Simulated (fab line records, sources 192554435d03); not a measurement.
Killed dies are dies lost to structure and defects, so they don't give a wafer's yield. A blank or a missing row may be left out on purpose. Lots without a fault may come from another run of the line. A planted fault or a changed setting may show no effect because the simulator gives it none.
fab line records | flow n5_finfet
record lots=24 wafers=72 last_day=18
route steps=1938 shown BEOL_M1@799 BEOL_M2@841
lots that met no fault: from a run of the same line without faults
start_h: hours from the record's first day to the start of the lot's first wafer shown | wait_h: hours since the lot's step before | " the same as in the row above | L1.1+2: a row that stands for several wafers | - no value, or no start given | * or withheld: withheld | < > ~ a bound
route shown NAME@n: a module of which the file shows steps, and the number in the route of the first | usual: mean/standard deviation of fault-free wafers | same: alike in all rows | chamber/n: place in a boat | sites: the reading at each site | _std_site: their standard deviation | _edge_site: outer sites' mean less inner sites' | radius_mm: how far each site lies from the wafer's centre | mask NAME#n: copy n | behind: the tool/chamber that last shaped the wafer | hold: why the lot was held/for how many hours/how that ended | device: the transistor (n, p or np) that didn't switch | end of line: the same wafers' tests at the end of the route | a step without rows: its recipe alone | killed: dies lost to structure and defects at the first sort, not the wafer's yield | map: a wafer's dies, x killed, . not, _ none there
set.NAME: the setting as run; set.NAME@STEP: as run at that earlier step | model.NAME: the simulator's own value behind a step, which no gauge read
steps of the route over a sample of lots; a table a step, a row a wafer
services: from which hour (start_h, from the record's first day; less than 0 if before it) a tool's chamber was out of use, for how many hours, and why
## steps
# step N5_BEOL_M1_STRIP_36
# recipe chemistry=N2/H2 power_w=450 temp_c=40 pressure_mtorr=20 rf_frequency_hz=6e+07 overash_fraction=0.3 bias_power_w=7 h2_frac=0.5 n2_flow_sccm=200 h2_flow_sccm=200
# usual chamber_pressure_mTorr=20.00/0.033 drypump_motor_current_A=5.68/0.29 n2_flow_sccm=200.0/0.6 oes_product_au=0.77/0.078 rf_vpp_V=59.1/1.5 showerhead_plenum_p_Torr=2.58/0.054 throttle_valve_pct=23.72/0.28
# columns lot.wafer tool chamber start_h wait_h chamber_pressure_mTorr drypump_motor_current_A n2_flow_sccm oes_product_au rf_hours_counter_h rf_vpp_V showerhead_plenum_p_Torr throttle_valve_pct
L074.2 rie_diel-05 0 125.82 0.0 19.99 6.03 199.3 0.76 151 61.3 2.65 23.66
L074.3 " 3 " " 19.99 5.55 200.4 0.71 200 57.6 2.50 23.50
L074.4 " 1 " " 19.98 5.26 199.6 0.83 71 59.6 2.59 23.56
L075.1 rie_diel-05 0 134.09 0.0 19.98 6.02 199.3 0.76 153 61.9 2.65 23.68
L075.4 " 1 " " 20.00 5.25 199.9 0.82 74 56.5 2.59 23.58
L075.6 " 3 " " 20.01 5.56 199.7 0.69 - 57.4 2.50 23.47
L077.2 rie_diel-05 2 137.12 0.0 20.06 5.56 200.3 0.87 39 62.8 2.60 23.97
L077.4 " 3 " " 19.98 5.54 200.4 0.70 203 57.9 2.50 23.50
L077.5 " 1 " " 19.97 5.27 199.6 0.81 - 59.8 2.59 23.56
L076.2 rie_diel-06 0 140.48 0.0 20.05 5.84 200.6 0.74 158 58.9 2.64 23.81
L076.3 " 2 " " 20.05 5.56 200.3 0.73 180 57.3 2.53 23.58
L076.5 " 0 " " 20.00 5.84 200.9 0.75 - 57.8 2.64 23.85
L078.2 rie_diel-05 2 152.49 0.0 20.05 5.56 200.7 0.85 43 59.7 2.60 23.95
L078.5 " 1 " " 20.01 5.27 199.9 0.82 - 57.6 2.59 23.56
L078.6 " 2 " " 20.01 5.56 201.1 0.85 - 62.2 2.60 23.95
L079.2 rie_diel-01 1 160.14 0.0 20.04 5.96 199.7 0.69 223 59.2 2.63 24.31
L079.4 " 0 " " 20.04 6.11 199.0 0.91 5 57.8 2.61 24.00
L079.6 " 3 " " 20.04 5.78 199.5 0.74 - 61.6 2.63 23.39
L081.3 rie_diel-05 0 170.65 0.0 19.99 6.05 200.8 0.77 163 58.1 2.64 23.65
L081.5 " 0 " " 20.02 6.03 199.9 0.76 - 57.6 2.64 23.67
L081.6 " 3 " " 19.99 5.55 200.2 0.70 - 58.2 2.49 23.47
L082.1 rie_diel-01 1 170.73 0.0 19.94 5.93 199.0 0.69 226 58.9 2.63 24.34
L082.2 " 3 " " 20.05 5.76 201.3 0.74 193 57.5 2.63 23.39
L082.3 " 0 " " 20.05 6.12 200.2 0.89 9 54.7 2.61 23.98
L080.4 rie_diel-01 2 171.12 0.0 20.01 5.25 199.5 0.68 227 60.6 2.51 23.51
L080.5 " 0 " " 19.99 6.06 200.7 0.90 - 58.0 2.61 24.00
L080.6 " 3 " " 20.04 5.73 200.3 0.76 - 59.4 2.63 23.36
L083.1 rie_diel-06 0 182.73 0.0 20.06 5.85 199.2 0.71 175 58.6 2.64 23.84
L083.3 " 2 " " 19.99 5.55 200.3 0.72 190 61.4 2.53 23.57
L083.4 " 3 " " 19.97 5.33 200.5 0.85 - 57.4 2.48 23.98
L084.3 rie_diel-06 0 192.39 0.0 20.00 5.83 199.0 0.73 179 58.7 2.64 23.84
L084.4 " 3 " " 19.97 5.33 200.3 0.84 - 58.7 2.48 23.97
L084.6 " 0 " " 20.03 5.84 199.4 0.73 - 60.0 2.64 23.80
L085.2 rie_diel-05 3 193.30 0.0 20.05 5.52 199.9 0.69 219 58.8 2.49 23.48
L085.4 " 2 " " 20.01 5.56 200.2 0.84 55 61.7 2.59 23.95
L085.6 " 0 " " 19.98 6.04 200.5 0.75 - 57.8 2.64 23.69
L086.1 rie_diel-05 3 198.23 0.0 19.94 5.55 200.5 0.69 221 59.8 2.49 23.53
L086.2 " 2 " " 20.00 5.55 201.0 0.83 57 58.6 2.59 23.94
L086.4 " 1 " " 19.97 5.29 199.8 0.80 92 60.2 2.58 23.63
L087.1 rie_diel-05 3 204.48 0.0 19.97 5.55 200.3 0.69 223 58.5 2.49 23.48
L087.3 " 0 " " 20.02 6.03 199.5 0.75 174 58.0 2.64 23.69
L087.6 " 2 " " 19.95 5.57 200.0 0.84 - 58.0 2.59 23.98
L088.2 rie_diel-01 1 209.93 0.0 20.02 5.96 200.0 0.68 241 60.9 2.62 24.33
L088.3 " 3 " " 19.98 5.75 200.1 0.73 207 61.3 2.62 23.37
L088.6 " 3 " " 20.00 5.74 199.7 0.73 - 59.5 2.62 23.39
L089.1 rie_diel-05 0 214.33 0.0 19.99 6.07 199.8 0.74 176 59.3 2.64 23.68
L089.2 " 1 " " 19.99 5.29 200.9 0.79 97 59.8 2.58 23.61
L089.3 " 3 " " 20.01 5.53 200.6 0.68 226 58.9 2.49 23.50
L090.1 rie_diel-01 0 228.04 0.0 20.00 6.12 199.6 0.86 30 62.7 2.60 24.02
L090.2 " 3 " " 20.06 5.74 200.0 0.73 213 60.4 2.62 23.38
L090.3 " 1 " " 19.97 5.95 200.2 0.69 247 59.7 2.62 24.31
L092.4 rie_diel-05 2 232.06 0.0 20.01 5.58 199.2 0.81 67 56.6 2.59 23.96
L092.5 " 0 " " 20.01 6.02 200.1 0.75 - 61.5 2.63 23.67
L092.6 " 3 " " 19.97 5.54 200.3 0.68 - 58.5 2.49 23.52
L091.1 rie_diel-01 0 233.17 0.0 20.01 6.08 199.8 0.87 32 58.8 2.60 24.03
L091.2 " 2 " " 19.97 5.27 199.8 0.67 248 60.1 2.50 23.55
L091.6 " 0 " " 20.00 6.07 199.1 0.87 - 59.2 2.60 24.03
L093.1 rie_diel-01 3 235.61 0.0 19.98 5.76 199.2 0.72 216 57.8 2.62 23.42
L093.5 " 1 " " 20.01 5.94 198.9 0.67 - 59.8 2.62 24.37
L093.6 " 0 " " 20.02 6.09 200.5 0.85 - 58.2 2.60 24.02
L094.3 rie_diel-06 2 251.51 0.0 19.97 5.58 199.8 0.69 212 60.4 2.52 23.62
L094.4 " 1 " " 20.01 5.26 200.5 0.92 18 61.0 2.58 22.99
L094.6 " 1 " " 20.08 5.27 199.5 0.92 - 60.0 2.58 22.99
L095.2 rie_diel-01 0 262.54 0.0 19.98 6.09 200.6 0.85 43 64.0 2.60 24.04
L095.3 " 1 " " 19.95 5.96 199.1 0.98 2 60.7 2.62 24.00
L095.6 " 1 " " 19.97 5.97 198.8 0.98 - 58.8 2.61 24.04
L096.1 rie_diel-01 0 263.78 0.0 19.97 6.09 199.8 0.84 44 60.6 2.60 24.03
L096.4 " 0 " " 20.01 6.10 199.6 0.83 - 60.8 2.60 24.08
L096.6 " 1 " " 19.99 5.97 200.4 0.98 - 57.3 2.61 24.00
L097.1 rie_diel-06 2 273.99 0.0 20.00 5.57 200.1 0.70 220 58.5 2.51 23.60
L097.2 " 3 " " 19.99 5.32 201.4 0.80 108 58.0 2.47 23.95
L097.4 " 1 " " 20.01 5.28 199.9 0.90 24 61.1 2.58 23.00
# step N5_BEOL_M1_DEGAS_44
# recipe ambient=vacuum temp_c=250 time_s=60
# usual heater_power_w=329/44
# columns lot.wafer tool chamber start_h wait_h heater_power_w
L074.2 pvd_sputter-01 - 126.45 0.3 315
L074.3 " - " " 303
L074.4 " - " " 274
L075.1 pvd_sputter-02 - 134.52 0.1 359
L075.4 " - " " 370
L075.6 " - " " 353
L077.2 pvd_sputter-03 - 137.94 0.5 348
L077.4 " - " " 415
L077.5 " - " " 362
L076.2 pvd_sputter-02 - 141.15 0.3 354
L076.3 " - " " 372
L076.5 " - " " 375
L078.2 pvd_sputter-03 - 153.19 0.3 423
L078.5 " - " " 350
L078.6 " - " " 290
L079.2 pvd_sputter-01 - 160.81 0.3 290
L079.4 " - " " 313
L079.6 " - " " 297
L081.3 pvd_sputter-01 - 171.34 0.3 313
L081.5 " - " " 273
L081.6 " - " " 308
L082.1 pvd_sputter-03 - 171.41 0.3 417
L082.2 " - " " 355
L082.3 " - " " 281
L080.4 pvd_sputter-03 - 171.81 0.3 287
L080.5 " - " " 357
L080.6 " - " " 418
L083.1 pvd_sputter-01 - 183.58 0.5 306
L083.3 " - " " 292
L083.4 " - " " 304
L084.3 pvd_sputter-02 - 193.04 0.3 271
L084.4 " - " " 352
L084.6 " - " " 376
L085.2 pvd_sputter-02 - 193.70 0.0 279
L085.4 " - " " 358
L085.6 " - " " 283
L086.1 pvd_sputter-02 - 199.02 0.4 365
L086.2 " - " " 280
L086.4 " - " " 349
L087.1 pvd_sputter-02 - 205.28 0.4 367
L087.3 " - " " 346
L087.6 " - " " 373
L088.2 pvd_sputter-02 - 211.20 0.9 358
L088.3 " - " " 364
L088.6 " - " " 350
L089.1 pvd_sputter-03 - 214.82 0.1 289
L089.2 " - " " 355
L089.3 " - " " 351
L090.1 pvd_sputter-02 - 228.97 0.6 372
L090.2 " - " " 363
L090.3 " - " " 270
L092.4 pvd_sputter-03 - 233.30 0.9 358
L092.5 " - " " 413
L092.6 " - " " 350
L091.1 pvd_sputter-01 - 233.85 0.3 293
L091.2 " - " " 316
L091.6 " - " " 303
L093.1 pvd_sputter-01 - 236.11 0.1 296
L093.5 " - " " 310
L093.6 " - " " 299
L094.3 pvd_sputter-01 - 252.20 0.3 296
L094.4 " - " " 262
L094.6 " - " " 268
L095.2 pvd_sputter-02 - 263.04 0.2 360
L095.3 " - " " 274
L095.6 " - " " 278
L096.1 pvd_sputter-03 - 264.51 0.4 349
L096.4 " - " " 408
L096.6 " - " " 350
L097.1 pvd_sputter-03 - 274.53 0.2 279
L097.2 " - " " 356
L097.4 " - " " 354
# step N5_BEOL_M1_SPUTTER_79
# recipe material=Cu target_thk_a=45 temp_c=-20 chamber_pressure_pa=0.07 power_w=withheld time_s=8.29
# usual chamber_pressure_pa=0.06998/0.00013 chuck_gas_flow_sccm=1.26/0.055 substrate_temp_c=-20.01/0.11 throttle_valve_pct=30.4/0.95
# columns lot.wafer tool chamber start_h wait_h chamber_pressure_pa chuck_gas_flow_sccm substrate_temp_c throttle_valve_pct
L074.2 pvd_sputter-03 - 127.46 0.1 0.06993 1.19 -20.01 29.6
L074.3 " - " " 0.06994 1.25 -19.86 30.8
L074.4 " - " " 0.06968 1.26 -19.91 30.9
L075.1 pvd_sputter-01 - 135.36 0.1 0.06995 1.18 -20.03 29.6
L075.4 " - " " 0.06991 1.34 -20.10 28.7
L075.6 " - " " 0.06997 1.24 -20.13 29.7
L077.2 pvd_sputter-02 - 138.97 0.1 0.0702 1.26 -20.03 30.0
L077.4 " - " " 0.06997 1.22 -20.12 30.4
L077.5 " - " " 0.06996 1.21 -20.01 30.2
L076.2 pvd_sputter-03 - 143.77 0.1 0.06973 1.22 -20.12 30.7
L076.3 " - " " 0.07018 1.19 -20.18 29.6
L076.5 " - " " 0.06992 1.32 -20.02 29.5
L078.2 pvd_sputter-01 - 153.95 0.1 0.07013 1.29 -20.30 29.9
L078.5 " - " " 0.06995 1.22 -20.00 31.3
L078.6 " - " " 0.06989 1.19 -20.24 29.7
L079.2 pvd_sputter-03 - 162.09 0.1 0.07 1.15 -19.92 29.4
L079.4 " - " " 0.07008 1.31 -20.02 31.1
L079.6 " - " " 0.06985 1.17 -19.97 29.4
L081.3 pvd_sputter-03 - 172.27 0.1 0.07002 1.28 -20.13 30.9
L081.5 " - " " 0.06992 1.21 -20.05 29.3
L081.6 " - " " 0.06995 1.28 -20.04 30.6
L082.1 pvd_sputter-02 - 172.42 0.1 0.06992 1.21 -19.98 30.5
L082.2 " - " " 0.07 1.25 -19.99 30.2
L082.3 " - " " 0.06994 1.28 -19.94 29.7
L080.4 pvd_sputter-02 - 174.26 0.1 0.07002 1.20 -19.97 30.2
L080.5 " - " " 0.06995 1.15 -20.06 32.1
L080.6 " - " " 0.06997 1.25 -19.95 30.4
L083.1 pvd_sputter-03 - 184.48 0.1 0.06999 1.22 -19.87 29.2
L083.3 " - " " 0.06998 1.33 -19.86 29.8
L083.4 " - " " 0.07003 1.31 -20.02 30.7
L084.3 pvd_sputter-03 - 193.82 0.1 0.06993 1.35 -19.85 30.7
L084.4 " - " " 0.06988 1.30 -19.85 28.9
L084.6 " - " " 0.07013 1.23 -19.97 30.7
L085.2 pvd_sputter-01 - 195.90 0.1 0.07017 1.33 -20.02 31.4
L085.4 " - " " 0.06981 1.21 -19.99 29.7
L085.6 " - " " 0.06991 1.25 -20.01 28.4
L086.1 pvd_sputter-01 - 199.96 0.1 0.07009 1.17 -20.17 29.8
L086.2 " - " " 0.07022 1.31 -19.91 28.5
L086.4 " - " " 0.07011 1.32 -19.90 31.7
L087.1 pvd_sputter-02 - 206.38 0.1 0.0701 1.26 -20.15 30.0
L087.3 " - " " 0.06983 1.38 -20.03 30.2
L087.6 " - " " 0.06982 1.33 -19.97 30.6
L088.2 pvd_sputter-02 - 212.04 0.1 0.06979 1.24 -20.14 29.7
L088.3 " - " " 0.06993 1.23 -19.89 30.2
L088.6 " - " " 0.06997 1.24 -19.98 30.4
L089.1 pvd_sputter-02 - 215.82 0.1 0.0699 1.35 -20.24 30.3
L089.2 " - " " 0.07003 1.34 -19.76 30.0
L089.3 " - " " 0.07007 1.29 -19.88 30.0
L090.1 pvd_sputter-01 - 230.01 0.1 0.06995 1.21 -20.14 30.0
L090.2 " - " " 0.07009 1.29 -19.96 30.8
L090.3 " - " " 0.06991 1.28 -19.99 31.7
L092.4 pvd_sputter-01 - 234.15 0.1 0.06993 1.20 -20.15 29.8
L092.5 " - " " 0.06993 1.31 -19.97 31.1
L092.6 " - " " 0.07003 1.21 -20.06 29.9
L091.1 pvd_sputter-03 - 234.90 0.1 0.07024 1.30 -19.96 29.3
L091.2 " - " " 0.06987 1.24 -19.84 31.4
L091.6 " - " " 0.0699 1.28 -20.09 29.6
L093.1 pvd_sputter-03 - 237.02 0.1 0.07016 1.33 -20.24 31.2
L093.5 " - " " 0.06987 1.25 -19.97 30.4
L093.6 " - " " 0.07004 1.37 -20.10 30.7
L094.3 pvd_sputter-02 - 253.37 0.1 0.06979 1.31 -20.08 30.6
L094.4 " - " " 0.07015 1.20 -19.84 30.0
L094.6 " - " " 0.07015 1.23 -20.14 32.2
L095.2 pvd_sputter-02 - 264.14 0.1 0.06985 1.24 -19.98 29.9
L095.3 " - " " 0.07003 1.32 -19.92 30.0
L095.6 " - " " 0.06997 1.34 -19.88 30.0
L096.1 pvd_sputter-03 - 265.39 0.1 0.06998 1.27 -20.16 31.2
L096.4 " - " " 0.07009 1.19 -20.08 29.1
L096.6 " - " " 0.06985 1.15 -20.19 31.0
L097.1 pvd_sputter-01 - 277.11 0.1 0.06997 1.27 -20.19 31.6
L097.2 " - " " 0.07008 1.30 -20.00 28.4
L097.4 " - " " 0.06999 1.27 -20.02 31.2
# step N5_BEOL_M1_ANNEAL_82
# recipe temp_c=400 time_s=240 ambient=vacuum
# usual heater_power_w=826/110
# columns lot.wafer tool chamber start_h wait_h heater_power_w
L074.2 pvd_sputter-03 - 127.76 0.0 705
L074.3 " - " " 1048
L074.4 " - " " 891
L075.1 pvd_sputter-01 - 135.66 0.0 775
L075.4 " - " " 661
L075.6 " - " " 779
L077.2 pvd_sputter-02 - 139.27 0.0 923
L077.4 " - " " 908
L077.5 " - " " 924
L076.2 pvd_sputter-03 - 144.07 0.0 873
L076.3 " - " " 713
L076.5 " - " " 724
L078.2 pvd_sputter-01 - 154.25 0.0 790
L078.5 " - " " 751
L078.6 " - " " 770
L079.2 pvd_sputter-03 - 162.39 0.0 725
L079.4 " - " " 867
L079.6 " - " " 724
L081.3 pvd_sputter-03 - 172.57 0.0 1022
L081.5 " - " " 740
L081.6 " - " " 851
L082.1 pvd_sputter-02 - 172.72 0.0 926
L082.2 " - " " 911
L082.3 " - " " 887
L080.4 pvd_sputter-02 - 174.56 0.0 888
L080.5 " - " " 685
L080.6 " - " " 938
L083.1 pvd_sputter-03 - 184.78 0.0 885
L083.3 " - " " 728
L083.4 " - " " 863
L084.3 pvd_sputter-03 - 194.12 0.0 882
L084.4 " - " " 882
L084.6 " - " " 893
L085.2 pvd_sputter-01 - 196.20 0.0 752
L085.4 " - " " 784
L085.6 " - " " 696
L086.1 pvd_sputter-01 - 200.26 0.0 775
L086.2 " - " " 660
L086.4 " - " " 781
L087.1 pvd_sputter-02 - 206.68 0.0 941
L087.3 " - " " 895
L087.6 " - " " 942
L088.2 pvd_sputter-02 - 212.34 0.0 866
L088.3 " - " " 913
L088.6 " - " " 950
L089.1 pvd_sputter-02 - 216.12 0.0 915
L089.2 " - " " 918
L089.3 " - " " 885
L090.1 pvd_sputter-01 - 230.31 0.0 781
L090.2 " - " " 724
L090.3 " - " " 773
L092.4 pvd_sputter-01 - 234.45 0.0 770
L092.5 " - " " 724
L092.6 " - " " 792
L091.1 pvd_sputter-03 - 235.20 0.0 901
L091.2 " - " " 1078
L091.6 " - " " 716
L093.1 pvd_sputter-03 - 237.32 0.0 1056
L093.5 " - " " 887
L093.6 " - " " 1041
L094.3 pvd_sputter-02 - 253.67 0.0 920
L094.4 " - " " 909
L094.6 " - " " 687
L095.2 pvd_sputter-02 - 264.47 0.0 921
L095.3 " - " " 879
L095.6 " - " " 888
L096.1 pvd_sputter-03 - 265.69 0.0 851
L096.4 " - " " 876
L096.6 " - " " 890
L097.1 pvd_sputter-01 - 277.41 0.0 774
L097.2 " - " " 671
L097.4 " - " " 741
# step N5_BEOL_M2_ILD_DEP_00
# recipe material=SiOC target_thk_a=790 temp_c=350 precursor=DEMS/O2 pressure_torr=5 rf_w=500 time_s=15.3
# usual heater_power_w=466/42 showerhead_plenum_p_Torr=5.699/0.014 throttle_valve_pct=12.2/0.75
# columns lot.wafer tool chamber start_h wait_h heater_power_w showerhead_plenum_p_Torr throttle_valve_pct
L074.2 pecvd-02 2 130.17 0.0 444 5.680 11.8
L074.3 " 2 " " 457 5.695 12.0
L074.4 " 0 " " 390 5.693 13.3
L075.1 pecvd-03 2 138.01 0.0 521 5.701 11.0
L075.4 " 0 " " 476 5.690 11.9
L075.6 " 1 " " 501 5.719 11.7
L077.2 pecvd-01 0 141.62 0.0 485 5.701 11.5
L077.4 " 0 " " 487 5.717 11.7
L077.5 " 2 " " 414 5.690 13.7
L076.2 pecvd-03 2 147.45 0.0 438 5.685 11.2
L076.3 " 0 " " 519 5.692 12.1
L076.5 " 2 " " 450 5.692 11.2
L078.2 pecvd-02 1 156.60 0.0 474 5.702 12.0
L078.5 " 0 " " 475 5.693 13.3
L078.6 " 1 " " 471 5.688 11.8
L079.2 pecvd-02 2 164.74 0.0 482 5.683 12.1
L079.4 " 0 " " 489 5.697 13.3
L079.6 " 2 " " 471 5.696 12.0
L081.3 pecvd-03 1 174.94 0.1 525 5.718 11.9
L081.5 " 2 " " 432 5.685 11.3
L081.6 " 1 " " 536 5.710 11.7
L082.1 pecvd-02 0 175.15 0.0 402 5.716 13.4
L082.2 " 1 " " 466 5.695 12.0
L082.3 " 2 " " 436 5.687 12.2
L080.4 pecvd-01 2 176.93 0.1 407 5.694 13.5
L080.5 " 0 " " 486 5.716 11.7
L080.6 " 1 " " 451 5.701 12.9
L083.1 pecvd-02 2 187.18 0.0 410 5.683 11.8
L083.3 " 0 " " 489 5.700 13.6
L083.4 " 0 " " 386 5.690 13.3
L084.3 pecvd-03 1 196.48 0.0 524 5.718 11.7
L084.4 " 2 " " 484 5.671 11.5
L084.6 " 0 " " 440 5.703 11.9
L085.2 pecvd-02 2 198.69 0.0 482 5.678 11.9
L085.4 " 1 " " 420 5.711 12.0
L085.6 " 2 " " 495 5.692 12.0
L086.1 pecvd-01 2 202.63 0.0 456 5.687 13.5
L086.2 " 0 " " 563 5.719 11.7
L086.4 " 2 " " 451 5.691 13.5
L087.1 pecvd-02 0 209.07 0.0 411 5.702 13.4
L087.3 " 1 " " 477 5.702 11.9
L087.6 " 2 " " 407 5.693 12.2
L088.2 pecvd-03 1 214.69 0.0 488 5.729 11.9
L088.3 " 2 " " 466 5.688 11.2
L088.6 " 1 " " 487 5.732 11.8
L089.1 pecvd-02 2 218.68 0.0 464 5.692 12.2
L089.2 " 1 " " 491 5.698 11.9
L089.3 " 0 " " 417 5.704 13.3
L090.1 pecvd-03 1 232.69 0.0 433 5.716 11.6
L090.2 " 0 " " 460 5.696 11.8
L090.3 " 2 " " 481 5.676 11.4
L092.4 pecvd-01 0 236.82 0.1 545 5.717 11.7
L092.5 " 1 " " 392 5.704 13.3
L092.6 " 0 " " 562 5.698 11.5
L091.1 pecvd-01 0 237.87 0.0 524 5.722 11.6
L091.2 " 1 " " 428 5.711 13.3
L091.6 " 1 " " 453 5.706 13.2
L093.1 pecvd-03 2 239.67 0.0 512 5.677 11.3
L093.5 " 0 " " 446 5.703 11.9
L093.6 " 2 " " 516 5.687 11.1
L094.3 pecvd-02 2 256.02 0.0 479 5.667 12.0
L094.4 " 1 " " 490 5.693 11.9
L094.6 " 0 " " 487 5.703 13.4
L095.2 pecvd-02 0 266.99 0.0 467 5.695 13.4
L095.3 " 2 " " 401 5.680 12.1
L095.6 " 2 " " 408 5.690 12.1
L096.1 pecvd-02 2 268.14 0.0 412 5.698 11.9
L096.4 " 0 " " 440 5.704 13.2
L096.6 " 2 " " 411 5.697 12.2
L097.1 pecvd-03 1 279.77 0.0 509 5.710 11.8
L097.2 " 0 " " 505 5.701 11.7
L097.4 " 1 " " 513 5.709 11.6
# step N5_BEOL_M2_HM_DEP_02
# recipe material=TiN target_thk_a=200 temp_c=25 chamber_pressure_pa=0.49996
# usual chamber_pressure_pa=0.5000/0.001 substrate_temp_c=24.99/0.11 throttle_valve_pct=30.4/0.98
# columns lot.wafer tool chamber start_h wait_h chamber_pressure_pa substrate_temp_c throttle_valve_pct
L074.2 pvd_sputter-01 - 130.87 0.6 0.4987 25.03 31.8
L074.3 " - " " 0.4998 25.08 31.2
L074.4 " - " " 0.4987 25.01 29.8
L075.1 pvd_sputter-03 - 138.50 0.4 0.5004 24.94 29.6
L075.4 " - " " 0.5011 24.97 31.0
L075.6 " - " " 0.4997 25.08 30.7
L077.2 pvd_sputter-01 - 145.46 3.7 0.4999 25.12 31.0
L077.4 " - " " 0.5008 25.11 31.6
L077.5 " - " " 0.4996 24.94 28.6
L076.2 pvd_sputter-01 - 149.40 1.8 0.4985 25.07 28.7
L076.3 " - " " 0.4999 25.22 31.7
L076.5 " - " " 0.4994 25.14 28.7
L078.2 pvd_sputter-02 - 157.25 0.5 0.5001 24.90 30.5
L078.5 " - " " 0.4988 25.01 32.1
L078.6 " - " " 0.4982 24.77 30.6
L079.2 pvd_sputter-02 - 165.80 0.9 0.5015 24.99 30.4
L079.4 " - " " 0.5021 24.95 30.5
L079.6 " - " " 0.4975 25.10 32.2
L081.3 pvd_sputter-01 - 177.18 2.1 0.5009 25.09 31.0
L081.5 " - " " 0.5004 24.96 31.6
L081.6 " - " " 0.5019 24.94 31.1
L082.1 pvd_sputter-03 - 177.35 2.1 0.5023 24.97 30.9
L082.2 " - " " 0.4980 24.97 29.5
L082.3 " - " " 0.5011 25.05 30.6
L080.4 pvd_sputter-01 - 177.46 0.4 0.4990 24.83 31.4
L080.5 " - " " 0.5004 25.05 31.5
L080.6 " - " " 0.5007 24.88 31.0
L083.1 pvd_sputter-02 - 191.26 4.0 0.5001 25.11 32.1
L083.3 " - " " 0.5012 24.87 30.1
L083.4 " - " " 0.5009 25.01 29.8
L084.3 pvd_sputter-01 - 197.64 1.0 0.4992 25.00 31.1
L084.4 " - " " 0.4988 24.97 31.3
L084.6 " - " " 0.5009 24.92 31.2
L085.2 pvd_sputter-02 - 199.26 0.4 0.5002 25.07 30.6
L085.4 " - " " 0.5009 24.91 30.0
L085.6 " - " " 0.4991 24.97 30.4
L086.1 pvd_sputter-02 - 204.72 2.0 0.5012 25.14 29.7
L086.2 " - " " 0.4992 25.24 30.0
L086.4 " - " " 0.5024 24.93 32.5
L087.1 pvd_sputter-03 - 210.15 1.0 0.4981 25.10 29.2
L087.3 " - " " 0.5005 25.10 30.9
L087.6 " - " " 0.5001 24.67 30.8
L088.2 pvd_sputter-02 - 215.06 0.2 0.4998 24.98 30.2
L088.3 " - " " 0.4986 25.15 32.0
L088.6 " - " " 0.5001 25.12 30.5
L089.1 pvd_sputter-02 - 219.52 0.7 0.4990 24.87 30.0
L089.2 " - " " 0.5000 25.09 30.0
L089.3 " - " " 0.5001 25.04 31.7
L090.1 pvd_sputter-03 - 233.46 0.6 0.5012 25.00 29.0
L090.2 " - " " 0.5013 25.05 31.0
L090.3 " - " " 0.4988 25.00 29.4
L092.4 pvd_sputter-03 - 239.02 2.1 0.5012 25.01 30.9
L092.5 " - " " 0.5018 25.00 30.7
L092.6 " - " " 0.5018 24.99 31.0
L091.1 pvd_sputter-03 - 239.16 1.1 0.4999 25.08 30.6
L091.2 " - " " 0.4994 25.29 29.5
L091.6 " - " " 0.4997 25.15 29.3
L093.1 pvd_sputter-03 - 240.30 0.5 0.5014 25.11 30.7
L093.5 " - " " 0.4988 25.07 29.4
L093.6 " - " " 0.4992 24.91 30.6
L094.3 pvd_sputter-03 - 256.78 0.6 0.4997 25.09 30.9
L094.4 " - " " 0.5008 25.05 29.2
L094.6 " - " " 0.4991 24.89 31.0
L095.2 pvd_sputter-03 - 267.43 0.3 0.4999 24.99 30.7
L095.3 " - " " 0.5022 24.88 29.6
L095.6 " - " " 0.4989 24.75 29.4
L096.1 pvd_sputter-01 - 268.45 0.2 0.4977 24.71 31.8
L096.4 " - " " 0.4993 24.98 28.7
L096.6 " - " " 0.4985 24.97 29.9
L097.1 pvd_sputter-02 - 279.93 0.0 0.5003 25.08 30.1
L097.2 " - " " 0.5007 25.05 32.1
L097.4 " - " " 0.5003 25.07 30.2
## services
# columns tool chamber start_h hours kind
pecvd-02 1 105.49 26.6 repair
pecvd-02 2 120.62 4.6 repair
rie_diel-01 0 126.57 - clean
rie_diel-01 0 126.57 - consumable_replace:focus_ring
rie_diel-01 0 126.57 18.5 scheduled_down
rie_diel-01 0 126.57 18.5 vent_cycle
rie_diel-06 1 130.63 9.8 repair
rie_diel-06 2 149.71 12.8 repair
pecvd-03 - 157.40 0.8 pm
rie_diel-01 3 157.99 1.5 repair
pecvd-03 - 174.99 5.5 repair
rie_diel-06 1 177.25 22.2 repair
pecvd-01 - 180.37 0.9 repair
pecvd-01 2 190.80 4.7 repair
rie_diel-06 2 194.15 4.6 repair
pecvd-02 0 197.89 5.5 scheduled_down
pecvd-01 0 207.72 6.4 repair
pecvd-02 - 233.00 0.7 repair
rie_diel-01 1 239.29 - clean
rie_diel-01 1 239.29 - consumable_replace:focus_ring
rie_diel-01 1 239.29 17.8 scheduled_down
rie_diel-01 1 239.29 17.8 vent_cycle
pvd_sputter-01 - 260.51 3.0 repair
rie_diel-06 0 274.36 3.1 repair
## key
fault none
